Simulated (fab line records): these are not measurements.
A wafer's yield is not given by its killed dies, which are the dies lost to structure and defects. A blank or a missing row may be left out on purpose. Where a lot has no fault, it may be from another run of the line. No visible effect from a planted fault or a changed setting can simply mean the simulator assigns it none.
Tool commonality check -- flow nandHarc -- 1 lot, 1 wafer sampled

## REASON IT WAS OPENED
At NHARC_END_SORT_01 the reading killedAtArray is flagged on 1 of 1 lot. Fault-free wafers read 54, with a standard deviation of 18.
Rule: a lot is flagged in two cases, either no wafer of it has a number, or all its wafers with numbers fall more than 4 standard deviations from that mean. As for the other lots, they are considered sound.

lot,measured,on,"killedAtArray, wafer by wafer",flag
L230,day 30 14:59,prober-01,134,FLAGGED
On average the flagged lots' numbers are 134, which is +80 against the usual, or +4 standard deviations.

## EACH LOT AND THE TOOL IT RAN ON
Before the reading, the record contains 4 process steps out of a 1302-step route. Read each cell as the tool, then ch plus the chambers that the sampled wafers visited, then the start.
lot,flag,NHARC_A_CHANNEL_HOLE_D2_ETCH_34,NHARC_A_CHANNEL_FILL_D2_STRIP_28,NHARC_A_STAIRCASE_DESCUM_168,NHARC_A_STAIRCASE_ETCH_170
L230,FLAGGED,"rieDiel-02 ch 1, day 19 09:10 or earlier","rieDiel-07 ch 2, day 19 09:10","rieDiel-01 ch 0, day 20 15:55","rieDiel-01 ch 1, day 30 14:59 or earlier"
What the steps here do:
- NHARC_A_CHANNEL_HOLE_D2_ETCH_34: etches the open film in CF4/CHF3, target depth 154 nm, time 77 s.
- NHARC_A_CHANNEL_FILL_D2_STRIP_28: strips in O2, time 20 s.
- NHARC_A_STAIRCASE_DESCUM_168: chemistry O2, time 3 s.
- NHARC_A_STAIRCASE_ETCH_170: etches the open film in C4F6/O2, target depth 200 nm, time 66.667 s.
- NHARC_END_SORT_01

## FLAGGED AGAINST TOTAL, ONE TOOL AT A TIME (gauges that did the reading follow at the end)
step,tool,lots run,flagged,share of the flagged lots,sound lots run after its first flagged lot
NHARC_A_CHANNEL_HOLE_D2_ETCH_34,rieDiel-02,1,1,all,0
NHARC_A_CHANNEL_FILL_D2_STRIP_28,rieDiel-07,1,1,all,0
NHARC_A_STAIRCASE_DESCUM_168,rieDiel-01,1,1,all,0
NHARC_A_STAIRCASE_ETCH_170,rieDiel-01,1,1,all,0
NHARC_END_SORT_01,prober-01,1,1,all,0
Because NHARC_A_CHANNEL_HOLE_D2_ETCH_34 lacks a start for some lots, the hours and order of its lots are taken from NHARC_A_CHANNEL_FILL_D2_STRIP_28. Because NHARC_A_STAIRCASE_ETCH_170 lacks a start for some lots, the hours and order of its lots are taken from NHARC_END_SORT_01.

## WHAT IS ALLOWED BY THE TABLE
5 rows of the table ran every flagged lot: rieDiel-02 at NHARC_A_CHANNEL_HOLE_D2_ETCH_34, rieDiel-07 at NHARC_A_CHANNEL_FILL_D2_STRIP_28, rieDiel-01 at NHARC_A_STAIRCASE_DESCUM_168, rieDiel-01 at NHARC_A_STAIRCASE_ETCH_170, prober-01 at NHARC_END_SORT_01.
- rieDiel-02 at NHARC_A_CHANNEL_HOLE_D2_ETCH_34: 1 of its 1 lot flagged. In this sample it ran no sound lot ahead of its first flagged lot, so there is no way to narrow down the start.
- rieDiel-07 at NHARC_A_CHANNEL_FILL_D2_STRIP_28: 1 of its 1 lot flagged. In this sample it ran no sound lot ahead of its first flagged lot, so there is no way to narrow down the start.
- rieDiel-01 at NHARC_A_STAIRCASE_DESCUM_168: 1 of its 1 lot flagged. In this sample it ran no sound lot ahead of its first flagged lot, so there is no way to narrow down the start.
- rieDiel-01 at NHARC_A_STAIRCASE_ETCH_170: 1 of its 1 lot flagged. In this sample it ran no sound lot ahead of its first flagged lot, so there is no way to narrow down the start.
- prober-01 at NHARC_END_SORT_01: 1 of its 1 lot flagged. In this sample it ran no sound lot ahead of its first flagged lot, so there is no way to narrow down the start.
Counting lots can't tell these 4 tools apart, because each fits a fault that began at some hour. More lots, or a look at what each step does to the wafer, might.

## WHAT WAS PUT IN BY THE SIMULATOR
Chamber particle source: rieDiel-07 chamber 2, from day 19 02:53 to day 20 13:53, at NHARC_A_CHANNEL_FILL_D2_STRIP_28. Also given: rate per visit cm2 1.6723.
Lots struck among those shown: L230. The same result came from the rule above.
